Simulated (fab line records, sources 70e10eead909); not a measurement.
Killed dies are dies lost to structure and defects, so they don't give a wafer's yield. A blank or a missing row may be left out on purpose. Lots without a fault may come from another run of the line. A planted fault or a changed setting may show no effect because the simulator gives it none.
Which tool did it? | flow nand_harc | 13 lots, 39 wafers sampled, at 5 steps of a route of 1302

WHAT THE GAUGES READ, wafer by wafer
NHARC_A_BLC_INSPECT_28.
lot  | measured     | on                | raw_defect_count
L432 | day 23 02:20 | defect_inspect-01 | 418 551 374
L434 | day 23 17:55 | defect_inspect-01 | 614 452 589
L436 | day 23 18:40 | defect_inspect-01 | 357 441 345
L435 | day 24 10:13 | defect_inspect-02 | 337 359 328
L438 | day 26 06:40 | defect_inspect-01 | 527 433 423
L441 | day 26 07:22 | defect_inspect-02 | 631 553 670
L440 | day 26 14:37 | defect_inspect-01 | 679 537 762
L443 | day 27 11:23 | defect_inspect-01 | 824 598 880
L449 | day 28 17:37 | defect_inspect-01 | 496 489 517
L450 | day 29 21:01 | defect_inspect-01 | 374 469 385
L451 | day 30 04:17 | defect_inspect-02 | 290 405 518
L452 | day 30 21:14 | defect_inspect-01 | 417 400 497
L454 | day 31 08:54 | defect_inspect-01 | 738 513 409

NHARC_END_SORT_01.
lot  | measured     | on        | defect_limited_yield (%) | killed_at_array | killed_at_other | killed_at_periphery | killed_dies | killed_open | killed_short
L438 | day 27 21:24 | prober-02 | 87.1 87.6 87.6           | 84 82 81        | 2 1 0           | 1 1 3               | 87 84 84    | 3 4 3       | 1 4 3
L441 | day 28 12:26 | prober-01 | 78.6 73.0 80.8           | 143 180 124     | 0 0 0           | 2 3 6               | 145 183 130 | 8 6 4       | 0 1 4
L440 | day 28 20:56 | prober-02 | 87.0 82.1 82.6           | 85 117 117      | 0 2 0           | 3 2 1               | 88 121 118  | 4 3 6       | 4 3 1
L443 | day 30 11:28 | prober-02 | 81.5 73.7 82.6           | 125 174 116     | 0 1 0           | 0 3 2               | 125 178 118 | 3 2 3       | 2 1 1
L449 | day 30 10:23 | prober-01 | 88.3 89.8 90.4           | 78 67 63        | 0 0 0           | 1 2 2               | 79 69 65    | 2 3 2       | 2 0 6
L450 | day 31 13:04 | prober-01 | 91.1 92.0 91.6           | 55 49 46        | 0 0 0           | 5 5 11              | 60 54 57    | 1 4 2       | 1 0 1
L451 | day 31 20:43 | prober-02 | 90.5 90.4 89.2           | 62 62 69        | 1 2 1           | 1 1 3               | 64 65 73    | 4 3 0       | 2 4 1
L452 | day 32 21:43 | prober-02 | 92.3 93.6 92.5           | 46 41 46        | 0 0 0           | 6 2 5               | 52 43 51    | 1 1 2       | 3 3 1

WHICH TOOL RAN EACH LOT (tool, then ch and the chambers of the sampled wafers, then the start)
lot  | NHARC_A_M0_ETCH_15                 | NHARC_A_M0_ANNEAL_30             | NHARC_A_M0_CMP_23
L432 | rie_diel-12 ch 0,1,3, day 23 03:45 | rtp_anneal-02 ch 0, day 23 05:19 | cmp-04 ch 0,1,3, day 23 05:40
L434 | rie_diel-12 ch 0,1,3, day 23 19:11 | rtp_anneal-01 ch 0, day 23 20:40 | cmp-02 ch 1,2,3, day 23 21:02
L436 | rie_diel-12 ch 2,3, day 23 19:49   | rtp_anneal-01 ch 0, day 23 21:26 | cmp-02 ch 2,3, day 23 21:37
L435 | rie_diel-10 ch 1,2,3, day 24 11:23 | rtp_anneal-01 ch 0, day 24 12:52 | cmp-02 ch 1,2,3, day 24 13:16
L438 | rie_diel-12 ch 0,1, day 26 07:56   | rtp_anneal-02 ch 0, day 26 09:32 | cmp-01 ch 2,3, day 26 09:47
L441 | rie_diel-12 ch 0,1, day 26 08:38   | rtp_anneal-01 ch 0, day 26 10:11 | cmp-04 ch 0,1,3, day 26 10:29
L440 | rie_diel-12 ch 0,1,3, day 26 15:54 | rtp_anneal-01 ch 0, day 26 17:27 | cmp-02 ch 2,3, day 26 17:44
L443 | rie_diel-12 ch 0,1,2, day 27 12:38 | rtp_anneal-01 ch 0, day 27 14:11 | cmp-01 ch 0,1, day 27 14:29
L449 | rie_diel-10 ch 0,1, day 28 18:52   | rtp_anneal-01 ch 0, day 28 20:23 | cmp-04 ch 2,3, day 28 20:43
L450 | rie_diel-12 ch 0,2,3, day 29 22:18 | rtp_anneal-01 ch 0, day 29 23:53 | cmp-02 ch 1,2, day 30 00:14
L451 | rie_diel-10 ch 0,2,3, day 30 05:25 | rtp_anneal-02 ch 0, day 30 06:56 | cmp-04 ch 0,1,3, day 30 07:17
L452 | rie_diel-06 ch 0,2,3, day 30 22:29 | rtp_anneal-01 ch 0, day 31 00:02 | cmp-04 ch 0,2,3, day 31 00:19
L454 | rie_diel-06 ch 0,3, day 31 10:10   | rtp_anneal-02 ch 0, day 31 11:38 | cmp-04 ch 0,1,2, day 31 11:59
- NHARC_A_M0_ETCH_15: etches the open film in C4F8/Ar, target depth 150 nm, overetch 15 nm, time 82.5 s.
- NHARC_A_M0_ANNEAL_30: time 90 s.
- NHARC_A_M0_CMP_23: polishes, t overpolish 20 s, target thk 113.75 nm.

WHAT THE TOOLS THEMSELVES READ (means of the sampled wafers that have a number; where no wafer has one, the mark that the record gives instead)
NHARC_A_M0_ETCH_15.
lot  | tool        | oes_product_au (a.u.) | rf_vpp_V (V)
L432 | rie_diel-12 | 0.943                 | 441
L434 | rie_diel-12 | 0.925                 | 442
L436 | rie_diel-12 | 0.929                 | 445
L435 | rie_diel-10 | 0.955                 | 441
L438 | rie_diel-12 | 0.923                 | 439
L441 | rie_diel-12 | 0.966                 | 440
L440 | rie_diel-12 | 0.925                 | 441
L443 | rie_diel-12 | 0.974                 | 441
L449 | rie_diel-10 | 0.982                 | 441
L450 | rie_diel-12 | 0.959                 | 442
L451 | rie_diel-10 | 0.937                 | 444
L452 | rie_diel-06 | 0.959                 | 439
L454 | rie_diel-06 | 0.958                 | 438

NHARC_A_M0_ANNEAL_30.
lot  | tool          | wafer_temp_C_max
L432 | rtp_anneal-02 | 226.13
L434 | rtp_anneal-01 | 225.71
L436 | rtp_anneal-01 | 225.45
L435 | rtp_anneal-01 | 225.82
L438 | rtp_anneal-02 | 226.00
L441 | rtp_anneal-01 | 225.70
L440 | rtp_anneal-01 | 225.88
L443 | rtp_anneal-01 | 225.84
L449 | rtp_anneal-01 | 225.67
L450 | rtp_anneal-01 | 225.55
L451 | rtp_anneal-02 | 226.09
L452 | rtp_anneal-01 | 225.66
L454 | rtp_anneal-02 | 225.92

NHARC_A_M0_CMP_23.
lot  | tool   | motor_current_A (A) | time_to_endpoint_s (s)
L432 | cmp-04 | 10.7                | 26.8
L434 | cmp-02 | 12.8                | 28.0
L436 | cmp-02 | 13.4                | 28.8
L435 | cmp-02 | 12.8                | 29.7
L438 | cmp-01 | 11.9                | 29.0
L441 | cmp-04 | 10.7                | 29.5
L440 | cmp-02 | 13.1                | 26.7
L443 | cmp-01 | 12.9                | 29.5
L449 | cmp-04 | 12.2                | 25.5
L450 | cmp-02 | 11.7                | 27.6
L451 | cmp-04 | 10.8                | 26.7
L452 | cmp-04 | 11.3                | 26.1
L454 | cmp-04 | 11.5                | 27.3

THE ANSWER, worked out from the rows above alone
Rule: what is usual is taken from the lots themselves. Put in order of their means at a reading, lots are off if they are a third of the lots or fewer, leave a main group of 4 or more, and stand apart from it by a gap of 3 or more times the standard deviation of the main group's means; of several such gaps the widest counts. A main group whose means are all the same, to the digits that the tables above print for the reading, isn't used. A lot without any number at a reading at which 4 lots or more have one is off too. The other lots that the step has rows for count as sound. The gauges are gone through in route order, then the tools' own readings, and for those a lot's mean is taken as printed above. The first step at which some lot is off is used, and at that step the reading that is off furthest; a lot without a number counts as furthest.
No lot is off at any reading shown: from this, nothing can be told.

WHAT THE SIMULATOR HAD PUT IN
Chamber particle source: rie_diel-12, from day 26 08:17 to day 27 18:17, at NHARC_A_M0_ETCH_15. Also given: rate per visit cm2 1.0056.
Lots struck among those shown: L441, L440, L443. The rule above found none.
